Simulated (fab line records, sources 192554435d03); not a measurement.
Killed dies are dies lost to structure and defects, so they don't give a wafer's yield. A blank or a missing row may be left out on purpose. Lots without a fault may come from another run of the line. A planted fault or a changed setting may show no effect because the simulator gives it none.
Chamber matching | flow n5_finfet | N5_FIN_SAQP_SPACER2_ALD_28 on ald_sin-01: 4 sister chambers
The step deposits SiO2, target thk 8.1 nm, pulse time 1 s, purge time 2 s. 14 wafers are shown with their chamber, then 7 later ones without.

WAFERS WITH THEIR CHAMBER
wafer  | chamber | heater_power_w (W) | precursor_pulse_height_rel
L262.1 | 0       | 421                | 1.011
L262.5 | 0       | 421                | 0.976
L262.6 | 1       | 474                | 1.022
L265.1 | 1       | 469                | 1.003
L265.5 | 2       | 396                | 1.034
L265.6 | 3       | 422                | 0.988
L267.2 | 0       | 428                | 0.993
L267.4 | 3       | 435                | 0.990
L267.5 | 2       | 396                | 0.985
L268.2 | 0       | 420                | 0.980
L268.5 | 3       | 416                | 1.019
L268.6 | 2       | 399                | 1.037
L274.1 | 0       | 425                | 0.996
L274.4 | 1       | 465                | 0.993

SIGNATURES (means of the wafers above)
reading                    | chamber 0 | chamber 1 | chamber 2 | chamber 3 | scatter within a chamber
heater_power_w             | 423.00    | 469.33    | 397.00    | 424.33    | 5.3
precursor_pulse_height_rel | 0.99120   | 1.00600   | 1.01867   | 0.99900   | 0.0187
Rule: a wafer's distance from a chamber is the root of the sum, over the readings, of the square of ((its reading less the chamber's mean) divided by the reading's scatter). The wafer belongs to the nearest chamber; if the next one is less than 2 further off, it can't be placed. The scatter: the root of (the sum of the squares of (reading less its chamber's mean) over the shown wafers, divided by (wafers less chambers)).

WAFERS WITHOUT THEIR CHAMBER
wafer  | heater_power_w (W) | precursor_pulse_height_rel
L274.6 | 421                | 1.005
L280.1 | 404                | 0.972
L280.3 | 483                | 0.999
L280.5 | 430                | 1.025
L281.3 | 477                | 1.012
L281.4 | 456                | 1.002
L281.6 | 405                | 1.040

WHICH CHAMBER EACH WENT THROUGH
wafer  | from the rows above          | in truth
L274.6 | can't be placed: 3 or 0      | 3
L280.1 | can't be placed: 2 or 0 or 3 | 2
L280.3 | 1                            | 1
L280.5 | can't be placed: 3 or 0      | 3
L281.3 | 1                            | 1
L281.4 | 1                            | 1
L281.6 | 2                            | 2
Placed correctly: 4 of 7. Can't be placed from these rows: 3 (the true chamber is among the candidates in 3). Placed wrongly: 0.
